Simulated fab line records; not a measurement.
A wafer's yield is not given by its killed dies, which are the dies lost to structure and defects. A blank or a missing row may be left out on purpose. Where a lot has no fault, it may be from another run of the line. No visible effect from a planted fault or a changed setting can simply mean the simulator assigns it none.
Matching of chambers ; flow nand_harc ; NHARC_P_M0_ETCH_34 on rie_diel-13: 4 sister chambers
The step etches the open film in N2/H2, target depth 40 nm, overetch 12 nm, time 43.94 s. 4 wafers are shown with their chamber, then 7 later ones without.

WAFERS PAIRED WITH THEIR CHAMBERS
wafer;chamber;drypump_motor_current_A (A)
L086.5;0;5.5
L086.6;2;6.6
L090.3;3;5.5
L090.4;1;5.3

WAFERS WITHOUT THEIR CHAMBER
wafer;drypump_motor_current_A (A)
L090.6;5.5
L093.3;5.5
L093.4;5.4
L093.5;6.6
L094.1;5.5
L094.2;5.4
L094.5;5.5

EACH ONE'S CHAMBER
wafer;from the rows above;in truth
L090.6;can't be placed: 0 or 3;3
L093.3;can't be placed: 0 or 3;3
L093.4;can't be placed: 0 or 3 or 1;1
L093.5;2;2
L094.1;can't be placed: 0 or 3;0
L094.2;can't be placed: 0 or 3 or 1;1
L094.5;can't be placed: 0 or 3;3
Correct placement for 1 of the 7. From these rows, 6 cannot be placed; in 6 the true chamber is one of the candidates. Wrongly placed: 0.
How it was worked out, from the rows above alone: a wafer's distance from a chamber is the root of the sum, over the readings, of the square of ((its reading less the chamber's mean) divided by the reading's scatter). The wafer belongs to the nearest chamber; if the next one is less than 2 further off, it can't be placed. A chamber's mean is the mean of its shown wafers. The scatter: root of mean squared gap, hidden wafer to nearest shown wafer, with one shown wafer a chamber.
